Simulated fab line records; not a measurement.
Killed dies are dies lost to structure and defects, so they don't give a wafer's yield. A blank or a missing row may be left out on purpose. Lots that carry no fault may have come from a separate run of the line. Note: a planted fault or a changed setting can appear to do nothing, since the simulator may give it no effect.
fab line records | flow nand-harc
[record] lots = 6 wafers = 18 last-day = 33
route steps=1302 shown A_BLC@1132 A_M0@1137
lots untouched by any fault: they come from a run of this same line in which no faults occurred
start-h: hours from the record's opening day to when the first of the lot's shown wafers began | wait-h: how many hours have passed since the lot's step before this one | " as in the row above | L1.1+2: a row that stands for several wafers | - either no value or no given start | * or withheld: withheld | < > ~ a bound
route shown NAME@n: a module of which the file shows steps, and the number in the route of the first | usual: mean/standard deviation of fault-free wafers | same: alike in all rows | chamber/n: place in a boat | sites: readings site by site | _std_site: the standard deviation of these | _edge_site: mean of outer sites minus mean of inner sites | radius-mm: how far each site lies from the wafer's centre | mask NAME#n: copy n | behind: tool/chamber where the wafer was last shaped | hold: what put the lot on hold/how long, in hours/how the hold closed | device: the n, p or np transistor that did not switch | end of line: at the end of the route, the tests of the same wafers | a step without rows: its recipe alone | killed: the dies lost at the first sort to structure and to defects; this is not the yield of the wafer | map: shows each die of a wafer: x if killed, . if not, _ if none is there
set.NAME: the setting as run; set.NAME@STEP: as run at that earlier step | model.NAME: the simulator's own value behind a step, which no gauge read
lots seen at some steps along the route; tables by step, rows by wafer
services: from which hour (start-h, from the record's first day; less than 0 if before it) a tool's chamber was out of use, for how many hours, and why
[[steps]]
[step NHARC_A_BLC_CVD_24]
[recipe] target-thk-a = 1500 temp-c = 300 pressure-torr = 40 wf6-flow-sccm = 40 h2-flow-sccm = 1600 ar-flow-sccm = 1560 time-s = 434 material = W
[usual] heater-power-w = 428/22 throttle-valve-pct = 7.79/0.29
// columns lot.wafer tool chamber start-h wait-h heater-power-w throttle-valve-pct
L860.4 cvd-w-02 0 - - 401 7.82
L860.3 " 1 " " 438 8.02
L860.6 " 1 " " 449 8.00
L870.1 cvd-w-01 1 - - 464 7.37
L870.3 " 1 " " 449 7.39
L870.5 " 1 " " 471 7.38
L873.1 cvd-w-01 1 - - 458 7.46
L873.3 " 1 " " 449 7.40
L873.4 " 0 " " 457 7.66
L875.2 cvd-w-01 0 - - 431 8.01
L875.4 " 0 " " 453 7.82
L875.5 " 0 " " 433 7.69
L880.4 cvd-w-02 0 - - 400 7.71
L880.3 " 1 " " 412 8.00
L880.6 " 1 " " 421 8.28
L883.2 cvd-w-01 1 - - 426 7.20
L883.1 " 0 " " 474 7.76
L883.5 " 1 " " 411 7.04
[step NHARC_A_BLC_CMP_25]
[recipe] t-overpolish-s = 30 target-thk-nm = 150
[usual] motor-current-A = 11.7/1.6 overpolish-run-s = 30.000/0.0083 pad-life-wafers = 172/100 time-to-endpoint-s = 30.8/2.3
// columns lot.wafer tool chamber start-h wait-h motor-current-A overpolish-run-s pad-life-wafers time-to-endpoint-s
L860.4 cmp-02 1 517.65 0.4 10.1 30.022 368 28.0
L860.3 " 2 " " 14.1 29.989 369 27.0
L860.6 " 0 " " 10.9 30.010 - 31.1
L870.3 cmp-04 0 618.56 0.3 10.7 29.988 31 31.2
L870.1 " 2 " " 9.8 30.011 33 33.8
L870.5 " 3 " " 13.7 29.995 - 30.5
L873.1 cmp-04 0 649.18 0.5 10.6 30.001 180 31.1
L873.4 " 2 " " 9.5 30.001 182 32.5
L873.3 " 3 " " 14.4 30.004 183 29.3
L875.2 cmp-02 1 669.95 0.4 10.2 29.992 122 28.2
L875.4 " 2 " " 13.7 29.990 123 24.7
L875.5 " 3 " " 13.4 29.996 - 31.6
L880.4 cmp-04 0 713.68 0.3 10.8 30.002 31 30.3
L880.3 " 1 " " 10.0 29.998 32 31.0
L880.6 " 3 " " 14.0 29.999 - 29.1
L883.2 cmp-02 1 753.06 0.5 9.7 29.998 92 29.9
L883.1 " 2 " " 14.4 29.996 93 29.0
L883.5 " 3 " " 13.4 29.981 - 32.0
[step NHARC_A_BLC_SRD_27]
[step NHARC_A_BLC_INSPECT_28]
[usual] raw-defect-count = 565/150
// columns lot.wafer tool chamber start-h wait-h raw-defect-count
L860.3 defect-inspect-01 - 518.00 0.1 644
L860.4 " - " " 630
L860.6 " - " " 613
L870.1 defect-inspect-01 - 618.93 0.1 724
L870.3 " - " " 609
L870.5 " - " " 819
L873.1 defect-inspect-02 - 649.58 0.1 508
L873.3 " - " " 570
L873.4 " - " " 666
L875.2 defect-inspect-01 - 670.31 0.1 542
L875.4 " - " " 557
L875.5 " - " " 510
L880.3 defect-inspect-02 - 714.06 0.1 509
L880.4 " - " " 710
L880.6 " - " " 600
L883.1 defect-inspect-01 - 753.42 0.1 423
L883.2 " - " " 681
L883.5 " - " " 545
[step NHARC_A_M0_DEP_00]
[recipe] target-thk-a = 1500 target-thk-nm = 150 temp-c = withheld pressure-torr = 5 flow-sccm = 200 rf-w = 600 material = SiOC
[step NHARC_A_M0_DEHYDRATE_01]
[recipe] temp-c = 150 time-s = 120
[step NHARC_A_M0_HMDS_02]
[recipe] time-s = 30
[step NHARC_A_M0_COAT_33]
[recipe] temp-c = 200 time-s = 65
[step NHARC_A_M0_COAT_03]
[recipe] spin-rpm = 1500 resist-thk-nm = 90
[step NHARC_A_M0_SOFTBAKE_04]
[recipe] temp-c = 105 time-s = 55
[step NHARC_A_M0_EBR_05]
[step NHARC_A_M0_EXPOSE_06]
[recipe] na = 1.35 target-cd-nm = 80 dose-mj = 83.25 mask-id = A_M0
[usual] exposure-dose-mJ-cm2 = 83.17/0.1 focus-offset-nm = -0.1/0.55 reticle-temp-C = 23.02/0.099
// columns lot.wafer tool chamber start-h wait-h mask exposure-dose-mJ-cm2 focus-offset-nm reticle-temp-C
L860.3 arfi-scanner-02 0 518.77 - A_M0#0 83.21 -1.1 23.09
L860.4 " 0 " " A_M0#0 83.13 0.2 23.14
L860.6 " 0 " " A_M0#0 83.29 0.2 23.04
L870.1 arfi-scanner-02 0 619.70 - A_M0#0 83.26 -0.8 23.10
L870.3 " 0 " " A_M0#0 83.23 -0.1 23.00
L870.5 " 0 " " A_M0#0 83.15 -0.4 23.09
L873.1 arfi-scanner-02 - 650.34 - A_M0#0 - - -
L873.3 " - " " A_M0#0 - - -
L873.4 " - " " A_M0#0 - - -
L875.2 arfi-scanner-03 - 671.07 - A_M0#0 - - -
L875.4 " - " " A_M0#0 - - -
L875.5 " - " " A_M0#0 - - -
L880.3 arfi-scanner-01 0 714.70 - A_M0#0 83.05 -0.1 23.09
L880.4 " 0 " " A_M0#0 83.09 0.1 23.04
L880.6 " 0 " " A_M0#0 83.06 -0.5 23.07
L883.1 arfi-scanner-02 0 754.20 - A_M0#0 83.22 -0.7 22.89
L883.2 " 0 " " A_M0#0 83.23 -0.5 22.87
L883.5 " 0 " " A_M0#0 83.33 -0.9 22.95
[step NHARC_A_M0_PEB_07]
[recipe] peb-temp-c = 100 peb-time-s = 65
[[services]]
// columns tool chamber start-h hours kind
arfi-scanner-02 - 497.27 4.0 pm
cmp-04 - 503.26 4.0 pm
cvd-w-02 1 521.80 1.2 repair
cmp-02 - 528.09 4.0 pm
cvd-w-01 - 547.38 13.0 pm
cmp-02 - 550.62 2.5 repair
cvd-w-02 0 570.32 14.0 repair
arfi-scanner-03 - 572.65 1.2 repair
cmp-02 - 593.44 0.8 repair
cmp-04 - 601.26 4.0 pm
arfi-scanner-02 - 612.52 5.7 repair
cmp-04 - 622.82 1.0 repair
cmp-02 - 624.68 2.9 repair
cmp-02 - 627.60 4.0 pm
cvd-w-02 - 631.00 13.0 pm
cvd-w-01 - 635.98 0.5 repair
arfi-scanner-02 - 657.01 1.1 repair
cmp-02 - 666.15 0.5 repair
arfi-scanner-02 - 669.27 4.0 pm
cmp-02 - 695.51 0.7 repair
cmp-04 - 699.33 4.0 pm
cmp-02 - 725.60 4.0 pm
cvd-w-01 - 728.38 13.0 pm
cmp-02 - 750.72 0.2 repair
[[key]]
[first-sign] step = NHARC_A_M0_EXPOSE_06 reading = tool-record direction = missing
effect none on later readings
met-at NHARC_A_M0_EXPOSE_06
struck-wafers L873.1,L873.3,L873.4,L875.2,L875.4,L875.5
later-rows-left-out L873.1,L873.3,L873.4,L875.2,L875.4,L875.5
sort-left-out L873.1,L873.3,L873.4,L875.2,L875.4,L875.5
onset-between 619.70 650.34
[fault] kind = skipped-step-whole tool = arfi-scanner-02,arfi-scanner-03 chamber = - onset-h = 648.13 steps = NHARC_A_M0_EXPOSE_06 scope = struck-lots-only
// sort-left-out: the simulated sort isn't trusted on such a fault, so these wafers' sort isn't shown, and their yield isn't known
// later-rows-left-out: the simulator's readings of these wafers behind a module that went badly wrong aren't trusted and aren't shown, but for the sort
